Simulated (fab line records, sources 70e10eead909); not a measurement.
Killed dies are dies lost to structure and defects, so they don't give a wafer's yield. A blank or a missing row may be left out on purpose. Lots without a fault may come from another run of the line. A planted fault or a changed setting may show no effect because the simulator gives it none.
Which tool did it? | flow nand_harc | 12 lots, 36 wafers sampled, at 5 steps of a route of 1159

WHAT THE GAUGES READ, wafer by wafer
NHARC_END_SORT_01. Usual: defect_limited_yield 95.8 %, standard deviation 1.4; killed_at_array 24, standard deviation 8.8; killed_at_other 0.7, standard deviation 0.99; killed_at_periphery 3.5, standard deviation 2.6; killed_dies 28, standard deviation 9.3; killed_open 3.2, standard deviation 1.7; killed_short 1.7, standard deviation 1.4; sort_bin_2_pct 1.3 %, standard deviation 0.6; sort_bin_3_pct 0.24 %, standard deviation 0.2; sort_bin_4_pct 2.6 %, standard deviation 0.88; sort_n_pass 649, standard deviation 9.3; sort_rim_yield_pct 94 %, standard deviation 3.2; sort_yield_pct 95.8 %, standard deviation 1.4.
lot  | measured     | on        | defect_limited_yield (%) | killed_at_array | killed_at_other | killed_at_periphery | killed_dies | killed_open | killed_short | sort_bin_2_pct (%) | sort_bin_3_pct (%) | sort_bin_4_pct (%) | sort_n_pass | sort_rim_yield_pct (%) | sort_yield_pct (%) | flag
L468 | day 19 23:49 | prober-02 | 96.3 96.2 95.7           | 17 20 22        | 0 0 0           | 8 6 7               | 25 26 29    | 1 3 2       | 2 1 1        | 1.6 1.3 1.5        | 0.15 0.30 0        | 1.9 2.2 2.8        | 652 651 648 | 98 92 96               | 96.3 96.2 95.7     |
L467 | day 19 16:01 | prober-02 | 97.2 96.9 95.3           | 16 16 27        | 0 0 2           | 3 5 3               | 19 21 32    | 6 3 3       | 1 2 1        | 0.9 1.6 1.0        | 0 0.15 0.30        | 1.9 1.3 3.4        | 658 656 645 | 95 95 92               | 97.2 96.9 95.3     |
L470 | day 20 08:24 | prober-01 | 95.6 96.0 96.2           | 25 22 24        | 2 1 0           | 3 4 2               | 30 27 26    | 1 2 3       | 2 0 1        | 1.6 1.0 1.3        | 0.15 0.15 0.30     | 2.7 2.8 2.2        | 647 650 651 | 94 92 96               | 95.6 96.0 96.2     |
L473 | day 21 00:37 | prober-02 | 96.8 96.0 95.6           | 20 25 30        | 1 1 0           | 1 1 0               | 22 27 30    | 1 3 2       | 1 1 0        | 0.4 1.3 2.1        | 0 0.30 0.15        | 2.8 2.4 2.2        | 655 650 647 | 93 90 92               | 96.8 96.0 95.6     |
L474 | day 21 07:43 | prober-01 | 97.9 98.4 97.5           | 13 9 14         | 0 1 0           | 1 1 3               | 14 11 17    | 2 0 2       | 2 1 3        | 0.7 0.4 0.9        | 0.30 0.15 0.15     | 1.0 1.0 1.5        | 663 666 660 | 98 97 97               | 97.9 98.4 97.5     |
L478 | day 22 01:44 | prober-01 | 95.4 97.3 94.8           | 31 15 33        | 0 1 0           | 0 2 2               | 31 18 35    | 2 1 3       | 2 2 2        | 1.6 0.4 1.3        | 0.15 0 0.44        | 2.8 2.2 3.4        | 646 659 642 | 96 95 91               | 95.4 97.3 94.8     |
L475 | day 22 17:49 | prober-02 | 96.9 96.6 96.0           | 17 19 21        | 1 1 0           | 3 3 6               | 21 23 27    | 4 6 4       | 1 2 0        | 0.7 1.2 1.0        | 0.15 0.44 0.44     | 2.2 1.8 2.5        | 656 654 650 | 94 95 94               | 96.9 96.6 96.0     |
L482 | day 23 17:22 | prober-02 | 96.2 95.6 96.8           | 22 26 18        | 0 0 0           | 4 4 4               | 26 30 22    | 3 2 2       | 1 2 1        | 1.5 1.5 1.3        | 0.30 0.15 0.44     | 2.1 2.8 1.5        | 651 647 655 | 90 97 94               | 96.2 95.6 96.8     |
L485 | day 24 02:23 | prober-01 | 94.2 93.5 94.7           | 34 39 31        | 3 3 3           | 2 2 2               | 39 44 36    | 3 4 2       | 3 3 1        | 2.1 2.1 1.6        | 0.44 0.44 0.59     | 3.2 4.0 3.1        | 638 633 641 | 89 92 89               | 94.2 93.5 94.7     |
L487 | day 24 23:40 | prober-01 | 92.9 95.6 95.0           | 46 29 33        | 0 1 1           | 2 0 0               | 48 30 34    | 3 2 4       | 2 1 2        | 3.2 1.6 1.0        | 0.44 0.59 0.89     | 3.4 2.2 3.1        | 629 647 643 | 90 89 92               | 92.9 95.6 95.0     |
L489 | day 25 05:49 | prober-01 | 98.1 97.9 97.0           | 11 11 18        | 0 1 1           | 2 2 1               | 13 14 20    | 0 4 4       | 0 0 4        | 0.1 0.6 0.9        | 0 0 0.30           | 1.8 1.5 1.8        | 664 663 657 | 96 96 94               | 98.1 97.9 97.0     |
L490 | day 25 02:59 | prober-02 | 94.2 95.3 93.9           | 36 23 33        | 0 0 0           | 3 9 8               | 39 32 41    | 3 1 4       | 4 5 5        | 1.8 2.4 1.5        | 0.30 0.15 0.30     | 3.7 2.2 4.3        | 638 645 636 | 92 90 93               | 94.2 95.3 93.9     |

WHICH TOOL RAN EACH LOT (tool, then ch and the chambers of the sampled wafers, then the start)
lot  | NHARC_A_M0_CMP_23             | NHARC_A_M0_PRE_CLEAN_31         | NHARC_A_M1_SOFTBAKE_04            | NHARC_A_M1_ETCH_15
L468 | cmp-04 ch 2,3, day 17 23:11   | pecvd-04 ch 1,2, day 17 23:46   | litho_track-06 ch 0, day 18 00:00 | rie_diel-06 ch 0,1,3, day 19 23:49 or earlier
L467 | cmp-02 ch 2,3, day 17 23:49   | pecvd-02 ch 0,1,2, day 18 00:29 | litho_track-04 ch 0, day 18 01:00 | rie_diel-13 ch 0,1,2, day 19 16:01 or earlier
L470 | cmp-04 ch 1,2,3, day 18 08:56 | pecvd-04 ch 0,1,2, day 18 09:26 | litho_track-01 ch 0, day 18 10:00 | rie_diel-12 ch 0,1,3, day 20 08:24 or earlier
L473 | cmp-04 ch 0,1,3, day 19 09:33 | pecvd-01 ch 0,1, day 19 10:38   | litho_track-04 ch 0, day 19 11:00 | rie_diel-06 ch 0,2,3, day 21 00:37 or earlier
L474 | cmp-04 ch 0,2, day 19 15:02   | pecvd-04 ch 1,2, day 19 15:35   | litho_track-04 ch 0, day 19 16:00 | rie_diel-12 ch 0,1,3, day 21 07:43 or earlier
L478 | cmp-02 ch 0,1,3, day 20 08:21 | pecvd-02 ch 1,2, day 20 08:52   | litho_track-01 ch 0, day 20 09:00 | rie_diel-13 ch 0,3, day 22 01:44 or earlier
L475 | cmp-04 ch 0,2,3, day 20 20:04 | pecvd-04 ch 0,1, day 20 20:35   | litho_track-04 ch 0, day 20 21:00 | rie_diel-13 ch 1,2, day 22 17:49 or earlier
L482 | cmp-04 ch 0,1,3, day 21 23:19 | pecvd-04 ch 0,1, day 21 23:50   | litho_track-01 ch 0, day 22 00:00 | rie_diel-13 ch 0,2,3, day 23 17:22 or earlier
L485 | cmp-04 ch 0,1,3, day 22 15:35 | pecvd-01 ch 1,2, day 22 16:21   | litho_track-01 ch 0, day 22 17:00 | rie_diel-06 ch 0,1,3, day 24 02:23 or earlier
L487 | cmp-02 ch 1,2,3, day 23 08:59 | pecvd-04 ch 1,2, day 23 09:30   | litho_track-01 ch 0, day 23 10:00 | rie_diel-12 ch 1,2,3, day 24 23:40 or earlier
L489 | cmp-04 ch 0,1,3, day 23 12:53 | pecvd-02 ch 0,1,2, day 23 13:23 | litho_track-06 ch 0, day 23 14:00 | rie_diel-12 ch 1,2,3, day 25 05:49 or earlier
L490 | cmp-04 ch 2,3, day 23 13:31   | pecvd-02 ch 0,1, day 23 14:02   | litho_track-04 ch 0, day 23 14:00 | rie_diel-12 ch 1,2, day 25 02:59 or earlier
- NHARC_A_M0_CMP_23: polishes, t overpolish 20 s, target thk 113.75 nm.
- NHARC_A_M0_PRE_CLEAN_31: time 12 s.
- NHARC_A_M1_SOFTBAKE_04: time 55 s.
- NHARC_A_M1_ETCH_15: etches the open film in C4F8/Ar, target depth 182.5 nm, time 91.2 s.

WHAT THE TOOLS THEMSELVES READ (means of the sampled wafers that have a number; where no wafer has one, the mark that the record gives instead)
NHARC_A_M0_CMP_23. Usual: motor_current_A 12.3 A, standard deviation 0.88; time_to_endpoint_s 27.3 s, standard deviation 2.2.
lot  | tool   | motor_current_A (A) | time_to_endpoint_s (s) | flag
L468 | cmp-04 | 11.8                | 26.4                   |
L467 | cmp-02 | 11.6                | 26.6                   |
L470 | cmp-04 | 12.3                | 28.8                   |
L473 | cmp-04 | 12.8                | 27.4                   |
L474 | cmp-04 | 12.3                | 28.5                   |
L478 | cmp-02 | 12.2                | 27.1                   |
L475 | cmp-04 | 12.1                | 28.3                   |
L482 | cmp-04 | 12.6                | 27.2                   |
L485 | cmp-04 | 12.4                | 26.1                   |
L487 | cmp-02 | 12.3                | 29.2                   |
L489 | cmp-04 | 12.6                | 23.9                   |
L490 | cmp-04 | 11.7                | 27.8                   |

NHARC_A_M0_PRE_CLEAN_31. Usual: heater_power_outer_w 375 W, standard deviation 74; heater_power_w 640 W, standard deviation 110; rf_fwd_power_W 292.6 W, standard deviation 0.82.
lot  | tool     | heater_power_outer_w (W) | heater_power_w (W) | rf_fwd_power_W (W) | flag
L468 | pecvd-04 | 313                      | 547                | 291.8              |
L467 | pecvd-02 | 357                      | 619                | 292.6              |
L470 | pecvd-04 | 375                      | 626                | 292.7              |
L473 | pecvd-01 | 402                      | 708                | 292.3              |
L474 | pecvd-04 | 409                      | 676                | 293.0              |
L478 | pecvd-02 | 410                      | 676                | 292.8              |
L475 | pecvd-04 | 487                      | 779                | 292.8              |
L482 | pecvd-04 | 438                      | 735                | 292.3              |
L485 | pecvd-01 | 362                      | 622                | 291.5              |
L487 | pecvd-04 | 354                      | 597                | 292.3              |
L489 | pecvd-02 | 363                      | 627                | 293.0              |
L490 | pecvd-02 | 349                      | 613                | 292.6              |

NHARC_A_M1_SOFTBAKE_04. Usual: heater_power_total_W 188.44 W, standard deviation 0.13.
lot  | tool           | heater_power_total_W (W) | flag
L468 | litho_track-06 | 188.38                   |
L467 | litho_track-04 | 188.42                   |
L470 | litho_track-01 | 188.44                   |
L473 | litho_track-04 | 188.39                   |
L474 | litho_track-04 | 188.28                   |
L478 | litho_track-01 | 188.43                   |
L475 | litho_track-04 | 188.52                   |
L482 | litho_track-01 | 188.42                   |
L485 | litho_track-01 | 192.60                   | OFF
L487 | litho_track-01 | 192.59                   | OFF
L489 | litho_track-06 | 188.31                   |
L490 | litho_track-04 | 188.30                   |

NHARC_A_M1_ETCH_15. Usual: oes_product_au 0.950 a.u., standard deviation 0.021; rf_fwd_power_W 595.1 W, standard deviation 2.5; rf_vpp_V 441.2 V, standard deviation 2.8.
lot  | tool        | oes_product_au (a.u.) | rf_fwd_power_W (W) | rf_vpp_V (V) | flag
L468 | rie_diel-06 | 0.926                 | 599.0              | 438.6        |
L467 | rie_diel-13 | 0.946                 | 595.0              | 440.5        |
L470 | rie_diel-12 | 0.959                 | 594.1              | 440.6        |
L473 | rie_diel-06 | 0.975                 | 599.8              | 440.7        |
L474 | rie_diel-12 | 0.968                 | 593.4              | 441.0        |
L478 | rie_diel-13 | 0.966                 | 596.1              | 441.7        |
L475 | rie_diel-13 | 0.955                 | 594.1              | 439.7        |
L482 | rie_diel-13 | 0.974                 | 595.3              | 439.9        |
L485 | rie_diel-06 | 0.931                 | 598.5              | 438.9        |
L487 | rie_diel-12 | 0.925                 | 594.8              | 443.0        |
L489 | rie_diel-12 | 0.950                 | 593.4              | 442.2        |
L490 | rie_diel-12 | 0.958                 | 593.5              | 444.6        |

THE ANSWER, worked out from the rows above alone
Rule: a lot is off if the mean of its wafers that have a number lies more than 3 standard deviations from the usual mean. A lot without any number at a reading at which 4 lots or more have one is off too. The other lots that the step has rows for count as sound. The gauges are gone through in route order, then the tools' own readings, and for those a lot's mean is taken as printed above. The first step at which some lot is off is used, and at that step the reading that is off furthest; a lot without a number counts as furthest.
Off: L485, L487, at NHARC_A_M1_SOFTBAKE_04 (heater_power_total_W).
A tool fits if, at that step or a process step before it, it ran every lot that is off, and no sound lot after the first of them. One fits: litho_track-01 at NHARC_A_M1_SOFTBAKE_04. Its last sound lot is L482 (day 22 00:00), its first lot that is off L485 (day 22 17:00): a fault that began between those two fits.
The tool's own readings at NHARC_A_M1_SOFTBAKE_04 bear it out: on the lots that are off they differ by more than 5 times the standard deviation of the sound lots' means. heater_power_total_W reads 192.59 W there against 188.39 W on the sound lots.

WHAT THE SIMULATOR HAD PUT IN
Process parameter drift: litho_track-01, from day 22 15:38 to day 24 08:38, at NHARC_A_M1_SOFTBAKE_04. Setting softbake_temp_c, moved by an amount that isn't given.
Lots struck among those shown: L485, L487. The rule above found the same.
